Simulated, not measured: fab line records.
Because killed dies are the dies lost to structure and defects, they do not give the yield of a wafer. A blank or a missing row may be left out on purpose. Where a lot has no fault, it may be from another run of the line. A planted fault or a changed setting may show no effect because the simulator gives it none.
fab line records	flow n5_finfet
record lots=7	wafers=21
route steps=1938 shown BEOL_M11@1575 BEOL_M13@1696 BEOL_M15@1801 MIM_BOT_LITHO@1858
start_h: start of the lot's first displayed wafer, in hours after the record's first day	wait_h: how many hours have passed since the lot's step before this one	" unchanged from the row above	L1.1+2: several wafers, shown together as one row	- either no value or no given start	* or withheld: withheld	< > ~ a bound
route shown NAME@n: NAME is a module with steps in the file, n the number in the route of the first one	usual: the fault-free wafers' mean and standard deviation	same: alike in all rows	chamber/n: place in a boat	sites: readings site by site	_std_site: standard deviation across them	_edge_site: inner sites' mean taken away from outer sites' mean	radius_mm: for every site, how far away it sits from the centre of the wafer	mask NAME#n: copy n	behind: the tool/chamber that last shaped the wafer	hold: reason for holding the lot/hours on hold/outcome of the hold	device: which transistor (n, p or np) failed to switch	end of line: the tests these same wafers got at the end of their route	a step without rows: its recipe alone	killed: dies lost to structure and defects at the first sort, not the wafer's yield	map: shows each die of a wafer: x if killed, . if not, _ if none is there
set.NAME: the setting as run; set.NAME@STEP: as run at that earlier step	model.NAME: the simulator's own value behind a step, which no gauge read
lots whose settings were changed on purpose; a table a step, a row a wafer
## steps
# step N5_BEOL_M11_VIA_ETCH_34
# recipe chemistry=C4F6/O2	target=SiCOH_lowk	target_depth_a=1845	mask_material=SOC	taper_deg=4	time_s=69.2	ion_energy_ev=250	pressure_mtorr=30	source_w=345	bias_w=185	Ar_flow_sccm=300	C4F6_flow_sccm=10	O2_flow_sccm=10
lot.wafer	tool	chamber	start_h	wait_h	set.time_s	model.etch.depth_nm	model.SOC_of_BEOL_M11_COAT_63.thk_nm
L081.1	rie_diel-04	0	258.14	0.0	78.87	212	90.6
L081.2	"	1	"	"	78.87	206.4	90.8
L081.4	"	3	"	"	69.2	183.3	91.4
L083.1	rie_diel-04	3	275.17	0.0	82.12	216.2	90.8
L083.2	"	2	"	"	69.2	184.7	91.8
L083.5	"	3	"	"	82.12	215.1	91
L084.1	rie_diel-03	2	279.27	0.0	69.2	184.9	91.4
L084.5	"	2	"	"	69.2	185.9	91.4
L084.6	"	3	"	"	69.2	191.5	91.4
L086.2	rie_diel-04	3	306.70	0.0	69.2	184.3	92.4
L086.3	"	0	"	"	69.2	188	92
L086.4	"	3	"	"	69.2	184.5	92.2
L088.1	rie_diel-05	2	313.01	0.0	56.55	152.4	93
L088.3	"	3	"	"	69.2	186.4	91.6
L088.6	"	3	"	"	69.2	188.3	91.6
L093.1	rie_diel-05	2	339.26	0.0	69.2	185.5	92
L093.3	"	0	"	"	69.2	182.4	92.2
L093.5	"	2	"	"	69.2	184.6	92.4
L091.4	rie_diel-05	0	345.79	0.0	69.2	183	92.2
L091.5	"	3	"	"	54.24	146.2	93.8
L091.6	"	0	"	"	69.2	182.8	92.2
# step N5_BEOL_M11_TRENCH_ETCH_37
# recipe chemistry=C4F6/O2	target_depth_a=1488.3	target=SiCOH_lowk	time_s=48	ion_energy_ev=250	pressure_mtorr=30	source_w=345	bias_w=185	Ar_flow_sccm=300	C4F6_flow_sccm=10	O2_flow_sccm=10
lot.wafer	tool	chamber	start_h	wait_h	set.time_s	model.etch.depth_nm	model.BEOL_M11.feature_depth_nm
L081.1	rie_diel-04	0	-	-	48	151.9	152
L081.2	"	1	"	"	48	144.3	144.4
L081.4	"	3	"	"	42.62	132	132
L083.1	rie_diel-04	3	-	-	48	148.5	148.6
L083.2	"	2	"	"	48	149.9	150
L083.5	"	3	"	"	48	148.9	148.8
L084.1	rie_diel-03	2	-	-	48	147.4	147.4
L084.5	"	2	"	"	48	147.8	147.8
L084.6	"	3	"	"	48	153.1	153.2
L086.2	rie_diel-04	3	-	-	56.61	173.3	173.2
L086.3	"	0	"	"	56.61	175.6	175.6
L086.4	"	3	"	"	56.61	171.4	171.4
L088.1	rie_diel-05	2	-	-	57.07	180.3	180.2
L088.3+6	"	3	"	"	48	150.5	150.6
L093.1	rie_diel-05	2	-	-	54.11	168.1	168
L093.3	"	0	"	"	48	146.4	146.4
L093.5	"	2	"	"	48	148.3	148.2
L091.4	rie_diel-05	0	-	-	55.06	169.8	169.8
L091.5	"	3	"	"	55.06	172	172
L091.6	"	0	"	"	55.06	168.6	168.6
# step N5_BEOL_M11_ETCH_41
# recipe chemistry=CH3F/O2	target=SiCN	target_depth_a=426	taper_deg=2	time_s=86	ion_energy_ev=120	mask_material=TiN	pressure_mtorr=30	source_w=395	bias_w=75	Ar_flow_sccm=150	CH3F_flow_sccm=30	O2_flow_sccm=20
# step N5_BEOL_M11_STRIP_77
# recipe chemistry=N2/H2	time_s=10	power_w=450	temp_c=40	pressure_mtorr=20	rf_frequency_hz=6e+07	bias_power_w=7	n2_flow_sccm=200	h2_flow_sccm=200
# step N5_BEOL_M11_OCD_MEAS_38
# usual trench_depth_nm=149/3.2
lot.wafer	tool	chamber	start_h	wait_h	set.time_s@BEOL_M11_TRENCH_ETCH_37	trench_depth_nm
L081.1	ocd-02	-	258.42	-	48	152
L081.2	"	-	"	"	48	144
L081.4	"	-	"	"	42.62	132
L083.1	ocd-02	-	275.45	-	48	148
L083.2	"	-	"	"	48	150
L083.5	"	-	"	"	48	150
L084.1	ocd-02	-	279.56	-	48	147
L084.5	"	-	"	"	48	148
L084.6	"	-	"	"	48	153
L086.2	ocd-01	-	306.99	-	56.61	173
L086.3	"	-	"	"	56.61	176
L086.4	"	-	"	"	56.61	171
L088.1	ocd-02	-	313.29	-	57.07	180
L088.3	"	-	"	"	48	151
L088.6	"	-	"	"	48	150
L093.1	ocd-02	-	339.55	-	54.11	168
L093.3	"	-	"	"	48	147
L093.5	"	-	"	"	48	148
L091.4	ocd-01	-	346.08	-	55.06	170
L091.5	"	-	"	"	55.06	172
L091.6	"	-	"	"	55.06	169
# step N5_BEOL_M11_HM_STRIP_39
# recipe chemistry=peroxide_tin_strip	material=TiN	target_depth_a=250	temp_c=50	time_s=158
lot.wafer	tool	chamber	start_h	wait_h	set.temp_c@BEOL_M11_PECVD_70	model.SiO2_of_BEOL_M11_PECVD_70.thk_nm
L081.1	wet_bench-04	5	258.45	0.0	382.8	21.8
L081.2	"	4	"	"	400	19.4
L081.4	"	3	"	"	400	20
L083.1	wet_bench-04	7	275.48	0.0	400	19.4
L083.2	"	1	"	"	393.6	20.8
L083.5	"	5	"	"	400	19.6
L084.1	wet_bench-05	7	279.59	0.0	400	19.2
L084.5+6	"	1,3	"	"	400	19.8
L086.2	wet_bench-05	2	307.02	0.0	400	20
L086.3	"	1	"	"	400	19.4
L086.4	"	3	"	"	406.3	19
L088.1	wet_bench-04	0	313.32	0.0	400	19.2
L088.3	"	5	"	"	409	18.2
L088.6	"	3	"	"	409	18.4
L093.1	wet_bench-05	4	339.58	0.0	410.2	18
L093.3	"	5	"	"	410.2	18.2
L093.5	"	1	"	"	410.2	18.4
L091.4	wet_bench-04	2	346.10	0.0	400	19.8
L091.5	"	1	"	"	400	20.2
L091.6	"	7	"	"	405.8	19.4
# step N5_BEOL_M11_SRD_40
# recipe time_s=30	temp_c=23	rinse_liquid=diw	dry=ipa_marangoni
# step N5_BEOL_M11_PRECLEAN_42
# recipe chemistry=residue_remover	time_s=60	temp_c=40
# step N5_BEOL_M11_ECD_50
# recipe material=Cu	target_thk_a=3180
# step N5_BEOL_M11_ANNEAL_51
# recipe temp_c=225	time_s=90	ambient=N2
# step N5_BEOL_M11_CMP_52
# recipe stop_on=SiCOH_lowk	t_overpolish_s=7	down_force_psi=1	platen_rpm=50	clearing_platen_down_force_psi=1.5	clearing_platen_rpm=50	post_cmp_clean=cu_alkaline	target_thk_nm=140	clearing_platen_pad_velocity_m_s=0.99484	pad_velocity_m_s=0.99484
lot.wafer	tool	chamber	start_h	wait_h	set.time_s@BEOL_M11_TRENCH_ETCH_37	model.Cu_of_BEOL_M11_ECD_50.thk_nm
L081.1	cmp-01	1	261.05	0.3	48	141.2
L081.4	"	2	"	"	42.62	122.4
L081.2	"	3	"	"	48	134.8
L083.2	cmp-04	2	277.86	0.2	48	142.2
L083.1	"	0	"	"	48	140.2
L083.5	"	2	"	"	48	141.4
L084.1	cmp-01	0	281.45	0.4	48	139.8
L084.5	"	1	"	"	48	138.4
L084.6	"	2	"	"	48	144.2
L086.4	cmp-04	2	309.20	0.1	56.61	164.4
L086.2	"	3	"	"	56.61	165.2
L086.3	"	0	"	"	56.61	167
L088.1	cmp-02	1	317.08	0.3	57.07	172.2
L088.3	"	3	"	"	48	142.4
L088.6	"	2	"	"	48	141
L093.1	cmp-02	3	341.98	0.3	54.11	158.6
L093.3	"	2	"	"	48	137
L093.5	"	0	"	"	48	141.2
L091.4	cmp-04	2	348.53	0.2	55.06	159
L091.6	"	0	"	"	55.06	157
L091.5	"	1	"	"	55.06	162.8
# step N5_BEOL_M11_THK_MEAS_53
# recipe thk_meas_gauge=xrf	reads=Cu_of_BEOL_M11_ECD_50
# usual M11_THK=136/3.2
lot.wafer	tool	chamber	start_h	wait_h	set.time_s@BEOL_M11_TRENCH_ETCH_37	M11_THK[nm]
L081.1	film_metro-02	-	261.34	-	48	138
L081.2	"	-	"	"	48	132
L081.4	"	-	"	"	42.62	119
L083.1	film_metro-01	-	278.15	-	48	134
L083.2	"	-	"	"	48	136
L083.5	"	-	"	"	48	136
L084.1	film_metro-02	-	281.63	-	48	136
L084.5	"	-	"	"	48	135
L084.6	"	-	"	"	48	141
L086.2	film_metro-01	-	309.50	-	56.61	159
L086.3	"	-	"	"	56.61	160
L086.4	"	-	"	"	56.61	158
L088.1	film_metro-02	-	317.37	-	57.07	166
L088.3	"	-	"	"	48	138
L088.6	"	-	"	"	48	136
L093.1	film_metro-01	-	342.27	-	54.11	154
L093.3	"	-	"	"	48	133
L093.5	"	-	"	"	48	137
L091.4	film_metro-02	-	348.75	-	55.06	156
L091.5	"	-	"	"	55.06	160
L091.6	"	-	"	"	55.06	154
# step N5_BEOL_M11_PRE_CLEAN_55
# recipe gas=NH3	time_s=15	temp_c=withheld	rf_power_w=300
# step N5_BEOL_M11_DEP_56
# recipe material=SiCN	target_thk_a=300	temp_c=withheld	precursor=3MS/NH3	pressure_torr=3	rf_w=675	time_s=10.5
# step N5_BEOL_M11_RS_MEAS_57
# recipe thk_meas_gauge=four-point-probe	reads=Cu_of_BEOL_M11_ECD_50+Co_of_BEOL_M11_CVD_75+TaN_of_BEOL_M11_ALD_74
# usual M11_RS=0.150/0.0039
lot.wafer	tool	chamber	start_h	wait_h	set.time_s@BEOL_M11_TRENCH_ETCH_37	M11_RS[ohm/sq]
L081.1	film_metro-02	-	261.47	0.0	48	0.149
L081.2	"	-	"	"	48	0.157
L081.4	"	-	"	"	42.62	0.175
L083.1	film_metro-02	-	278.28	0.0	48	0.150
L083.2	"	-	"	"	48	0.148
L083.5	"	-	"	"	48	0.149
L084.1	film_metro-02	-	281.76	0.0	48	0.151
L084.5	"	-	"	"	48	0.152
L084.6	"	-	"	"	48	0.146
L086.2	film_metro-02	-	309.62	0.0	56.61	0.126
L086.3	"	-	"	"	56.61	0.124
L086.4	"	-	"	"	56.61	0.126
L088.1	film_metro-02	-	317.50	0.0	57.07	0.120
L088.3	"	-	"	"	48	0.148
L088.6	"	-	"	"	48	0.149
L093.1	film_metro-01	-	342.40	0.0	54.11	0.132
L093.3	"	-	"	"	48	0.155
L093.5	"	-	"	"	48	0.149
L091.4	film_metro-02	-	348.87	0.0	55.06	0.131
L091.5	"	-	"	"	55.06	0.128
L091.6	"	-	"	"	55.06	0.133
# step N5_BEOL_M13_TRENCH_ETCH_34
# recipe chemistry=C4F8/O2/Ar	target=SiOC	target_depth_a=4134.7	mask_material=SOC	pressure_mtorr=30	source_w=3000	bias_w=700	Ar_flow_sccm=400	C4F8_flow_sccm=15	O2_flow_sccm=8	he_inner_torr=15	he_outer_torr=30	time_s=162.6	ion_energy_ev=250
lot.wafer	tool	chamber	start_h	wait_h	set.time_s	model.etch.depth_nm
L081.1	rie_diel-04	3	269.55	0.0	162.6	418.6
L081.2	"	1	"	"	162.6	403.3
L081.4	"	0	"	"	162.6	410.7
L083.1	rie_diel-04	0	288.88	0.0	162.6	408.9
L083.2+5	"	3	"	"	177.9	450
L084.1	rie_diel-03	0	297.42	0.0	162.6	425.3
L084.5	"	2	"	"	162.6	418.2
L084.6	"	3	"	"	162.6	432.6
L086.2	rie_diel-04	3	317.84	0.0	162.6	407.9
L086.3+4	"	2	"	"	194.9	500.6
L088.1	rie_diel-05	2	324.73	0.0	162.6	416.4
L088.3	"	1	"	"	162.6	412.8
L088.6	"	1	"	"	162.6	412.3
L093.1	rie_diel-04	1	350.11	0.0	162.6	397.5
L093.3	"	0	"	"	177.9	470.1
L093.5	"	2	"	"	162.6	417
L091.4	rie_diel-03	1	360.42	0.0	162.6	418.1
L091.5	"	0	"	"	162.6	424.8
L091.6	"	3	"	"	162.6	429.9
# step N5_BEOL_M13_STRIP_70
# recipe chemistry=C4F8/O2/Ar	resist=SiARC	rf_frequency_hz=6e+07
# step N5_BEOL_M13_OCD_MEAS_35
# usual trench_depth_nm=416/7.6
lot.wafer	tool	chamber	start_h	wait_h	set.time_s@BEOL_M13_TRENCH_ETCH_34	trench_depth_nm
L081.1	ocd-02	-	269.72	0.0	162.6	419
L081.2	"	-	"	"	162.6	403
L081.4	"	-	"	"	162.6	411
L083.1	ocd-02	-	289.05	0.0	162.6	409
L083.2	"	-	"	"	177.9	450
L083.5	"	-	"	"	177.9	450
L084.1	ocd-01	-	297.60	0.0	162.6	425
L084.5	"	-	"	"	162.6	418
L084.6	"	-	"	"	162.6	433
L086.2	ocd-02	-	318.02	0.0	162.6	408
L086.3	"	-	"	"	194.9	501
L086.4	"	-	"	"	194.9	501
L088.1	ocd-02	-	324.90	0.0	162.6	416
L088.3	"	-	"	"	162.6	413
L088.6	"	-	"	"	162.6	413
L093.1	ocd-01	-	350.29	0.0	162.6	398
L093.3	"	-	"	"	177.9	470
L093.5	"	-	"	"	162.6	417
L091.4	ocd-01	-	360.60	0.0	162.6	418
L091.5	"	-	"	"	162.6	425
L091.6	"	-	"	"	162.6	430
# step N5_BEOL_M13_SPUTTER_45
# recipe material=Cu	target_thk_a=800	temp_c=-20	bias_v=60	power_w=26000	chamber_pressure_pa=0.13	time_s=13.33
lot.wafer	tool	chamber	start_h	wait_h	set.time_s
L081.1+4	pvd_sputter-01	-	271.13	0.0	12.16
L081.2	"	-	"	"	13.33
L083.1+2	pvd_sputter-01	-	294.69	0.0	13.33
L083.5	"	-	"	"	11.56
L084.1+5+6	pvd_sputter-02	-	301.42	0.0	13.33
L086.2+4	pvd_sputter-03	-	321.24	0.0	14.26
L086.3	"	-	"	"	13.33
L088.1+3+6	pvd_sputter-02	-	326.72	0.0	12.32
L093.1+3	pvd_sputter-01	-	352.36	0.0	15.19
L093.5	"	-	"	"	13.33
L091.4+5	pvd_sputter-02	-	361.36	0.0	12.06
L091.6	"	-	"	"	13.33
# step N5_BEOL_M13_ECD_47
# recipe material=Cu	target_thk_a=9360
# step N5_BEOL_M13_ANNEAL_48
# recipe temp_c=225	time_s=90	ambient=N2
# step N5_BEOL_M13_PRE_CLEAN_52
# recipe gas=NH3	time_s=15	temp_c=withheld	rf_power_w=300
# step N5_BEOL_M13_DEP_53
# recipe material=SiCN	target_thk_a=500	temp_c=withheld	precursor=3MS/NH3	pressure_torr=3	rf_w=675	time_s=17.8
# step N5_BEOL_M13_RS_MEAS_54
# recipe thk_meas_gauge=four-point-probe	reads=Cu_of_BEOL_M13_ECD_47+Ta_of_BEOL_M13_SPUTTER_44+TaN_of_BEOL_M13_SPUTTER_43
# usual M13_RS=0.0447/0.00082
lot.wafer	tool	chamber	start_h	wait_h	set.time_s@BEOL_M13_TRENCH_ETCH_34	M13_RS[ohm/sq]
L081.1	film_metro-02	-	272.97	0.0	162.6	0.0444
L081.2	"	-	"	"	162.6	0.0461
L081.4	"	-	"	"	162.6	0.0455
L083.1	film_metro-01	-	295.69	0.0	162.6	0.0454
L083.2	"	-	"	"	177.9	0.0412
L083.5	"	-	"	"	177.9	0.0411
L084.1	film_metro-01	-	302.56	0.0	162.6	0.0436
L084.5	"	-	"	"	162.6	0.0443
L084.6	"	-	"	"	162.6	0.0429
L086.2	film_metro-02	-	322.24	0.1	162.6	0.0452
L086.3	"	-	"	"	194.9	0.0369
L086.4	"	-	"	"	194.9	0.0368
L088.1	film_metro-01	-	327.87	0.1	162.6	0.0447
L088.3	"	-	"	"	162.6	0.0449
L088.6	"	-	"	"	162.6	0.0452
L093.1	film_metro-01	-	353.39	0.1	162.6	0.0470
L093.3	"	-	"	"	177.9	0.0394
L093.5	"	-	"	"	162.6	0.0444
L091.4	film_metro-02	-	362.36	0.0	162.6	0.0444
L091.5	"	-	"	"	162.6	0.0439
L091.6	"	-	"	"	162.6	0.0432
# step N5_BEOL_M15_PEB_26
# recipe peb_temp_c=130	peb_time_s=90
lot.wafer	tool	chamber	start_h	wait_h	set.peb_time_s
L081.1+2+4	litho_track-03	0	280.18	0.1	90
L083.1+5	litho_track-01	0	306.32	0.1	90
L083.2	"	0	"	"	77.24
L084.1+5+6	litho_track-03	0	309.01	0.1	90
L086.2	litho_track-02	0	329.96	0.0	107.2
L086.3+4	"	0	"	"	90
L088.1+6	litho_track-03	0	336.60	0.1	103.8
L088.3	"	0	"	"	90
L093.1	litho_track-03	0	363.46	0.1	74.7
L093.3+5	"	0	"	"	90
L091.4+6	litho_track-03	0	368.59	0.0	90
L091.5	"	0	"	"	96.44
# step N5_BEOL_M15_DEVELOP_27
# recipe develop_time_s=45	rinse_liquid=diw	dry=air_spin	dev_temp_c=21
# step N5_BEOL_M15_HARDBAKE_32
# recipe temp_c=130	time_s=120
# step N5_BEOL_M15_DESCUM_33
# recipe chemistry=O2	time_s=7.9	source_power_w=50	bias_power_w=20	pressure_mtorr=20	rf_frequency_hz=2.712e+07	temp_c=40	o2_flow_sccm=225
lot.wafer	tool	chamber	start_h	wait_h	set.peb_time_s@BEOL_M15_PEB_26	model.BEOL_M15.cd_nm
L081.1	rie_diel-05	1	280.46	0.1	90	407.6
L081.2	"	0	"	"	90	407.8
L081.4	"	3	"	"	90	405.4
L083.1	rie_diel-03	2	306.52	0.0	90	409.8
L083.2	"	1	"	"	77.24	401.6
L083.5	"	1	"	"	90	404.2
L084.1	rie_diel-04	1	309.22	0.0	90	410.2
L084.5	"	3	"	"	90	410
L084.6	"	2	"	"	90	411
L086.2	rie_diel-03	0	330.52	0.4	107.2	411.6
L086.3	"	1	"	"	90	404.8
L086.4	"	3	"	"	90	405.6
L088.1	rie_diel-05	1	337.07	0.3	103.8	412.2
L088.3	"	0	"	"	90	406.2
L088.6	"	0	"	"	103.8	409.6
L093.1	rie_diel-04	3	363.66	0.0	74.7	400
L093.3	"	2	"	"	90	406
L093.5	"	3	"	"	90	405.8
L091.4	rie_diel-04	3	368.81	0.0	90	404.2
L091.5	"	0	"	"	96.44	410.8
L091.6	"	2	"	"	90	406.6
# step N5_MIM_BOT_LITHO_EXPOSE_05
# recipe mask_id=MIM_BOT	na=0.55	source_shape=conventional	sigma_outer=0.8	polarization=unpolarized	dose_mj=24.25
lot.wafer	tool	chamber	start_h	wait_h	mask	set.dose_mj
L081.1+2+4	krf_scanner-01	0	301.70	-	MIM_BOT#0	24.25
L083.1+2+5	krf_scanner-02	0	314.04	-	MIM_BOT#0	24.25
L084.1+5+6	krf_scanner-02	0	317.85	-	MIM_BOT#0	24.25
L086.2+3	krf_scanner-02	0	338.64	-	MIM_BOT#0	23.2
L086.4	"	0	"	"	MIM_BOT#0	24.25
L088.1	krf_scanner-02	0	342.47	-	MIM_BOT#0	24.25
L088.3+6	"	0	"	"	MIM_BOT#0	25.08
L093.1+3	krf_scanner-02	0	369.49	-	MIM_BOT#0	24.25
L093.5	"	0	"	"	MIM_BOT#0	22.68
L091.4+5	krf_scanner-01	0	377.27	-	MIM_BOT#0	24.25
L091.6	"	0	"	"	MIM_BOT#0	23.53
# step N5_MIM_BOT_LITHO_PEB_06
# recipe peb_temp_c=withheld	peb_time_s=*
# step N5_MIM_BOT_LITHO_DEVELOP_07
# recipe develop_time_s=60	rinse_liquid=diw	dry=air_spin	dev_temp_c=21
# step N5_MIM_BOT_LITHO_HARDBAKE_09
# recipe temp_c=130	time_s=120
# step N5_MIM_BOT_LITHO_CD_MEAS_08
# recipe target_cd_nm=3000	landing_energy_ev=500	detector=se_inlens	polarity=opening
# usual cd_nm=3001.3/2.1
lot.wafer	tool	chamber	start_h	wait_h	set.dose_mj@MIM_BOT_LITHO_EXPOSE_05	cd_nm
L081.1	cd_sem-02	0	301.88	-	24.25	2999.0
L081.2	"	0	"	"	24.25	3001.8
L081.4	"	0	"	"	24.25	3000.0
L083.1	cd_sem-01	0	314.22	-	24.25	3001.4
L083.2	"	0	"	"	24.25	3002.1
L083.5	"	0	"	"	24.25	3002.6
L084.1	cd_sem-03	0	318.02	-	24.25	3002.3
L084.5	"	0	"	"	24.25	3003.5
L084.6	"	0	"	"	24.25	3002.4
L086.2	cd_sem-03	0	338.81	-	23.2	2993.6
L086.3	"	0	"	"	23.2	2990.5
L086.4	"	0	"	"	24.25	3000.6
L088.1	cd_sem-03	0	342.65	-	24.25	3003.1
L088.3	"	0	"	"	25.08	3009.7
L088.6	"	0	"	"	25.08	3007.4
L093.1	cd_sem-02	0	369.67	-	24.25	3000.9
L093.3	"	0	"	"	24.25	3002.4
L093.5	"	0	"	"	22.68	2990.8
L091.4	cd_sem-03	0	377.44	-	24.25	3001.8
L091.5	"	0	"	"	24.25	3000.2
L091.6	"	0	"	"	23.53	2996.7
## key
split step=N5_BEOL_M11_VIA_ETCH_34	setting=time_s	stated=69.2	by=wafer
response step=N5_BEOL_M11_VIA_ETCH_34	reading=model.etch.depth_nm	change=+1.76	per=1%	r=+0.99
response step=N5_BEOL_M11_VIA_ETCH_34	reading=model.SOC_of_BEOL_M11_COAT_63.thk_nm	change=-0.0645	per=1%	r=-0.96
split step=N5_BEOL_M11_TRENCH_ETCH_37	setting=time_s	stated=48	by=wafer
response step=N5_BEOL_M11_TRENCH_ETCH_37	reading=model.etch.depth_nm	change=+1.56	per=1%	r=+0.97
response step=N5_BEOL_M11_TRENCH_ETCH_37	reading=model.BEOL_M11.feature_depth_nm	change=+1.56	per=1%	r=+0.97
response step=N5_BEOL_M11_OCD_MEAS_38	reading=trench_depth_nm	change=+1.57	per=1%	r=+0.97
response step=N5_BEOL_M11_CMP_52	reading=model.Cu_of_BEOL_M11_ECD_50.thk_nm	change=+1.55	per=1%	r=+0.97
response step=N5_BEOL_M11_THK_MEAS_53	reading=M11_THK	change=+1.51	per=1%	r=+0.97
response step=N5_BEOL_M11_RS_MEAS_57	reading=M11_RS	change=-0.00164	per=1%	r=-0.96
split step=N5_BEOL_M13_TRENCH_ETCH_34	setting=time_s	stated=162.6	by=wafer
response step=N5_BEOL_M13_TRENCH_ETCH_34	reading=model.etch.depth_nm	change=+4.93	per=1%	r=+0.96
response step=N5_BEOL_M13_OCD_MEAS_35	reading=trench_depth_nm	change=+4.92	per=1%	r=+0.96
response step=N5_BEOL_M13_RS_MEAS_54	reading=M13_RS	change=-0.000463	per=1%	r=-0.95
split step=N5_BEOL_M13_SPUTTER_45	setting=time_s	stated=13.33	by=wafer
response none clear
split step=N5_BEOL_M15_PEB_26	setting=peb_time_s	stated=90	by=wafer
response step=N5_BEOL_M15_DESCUM_33	reading=model.BEOL_M15.cd_nm	change=+0.359	per=1%	r=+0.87
split step=N5_MIM_BOT_LITHO_EXPOSE_05	setting=dose_mj	stated=24.25	by=wafer
response step=N5_MIM_BOT_LITHO_CD_MEAS_08	reading=cd_nm	change=+1.71	per=1%	r=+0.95
split outside_this_file step=N5_BEOL_M11_PECVD_70 setting=temp_c
# split outside_this_file: this setting was split too, and the file shows its column; the key of that split is in another file
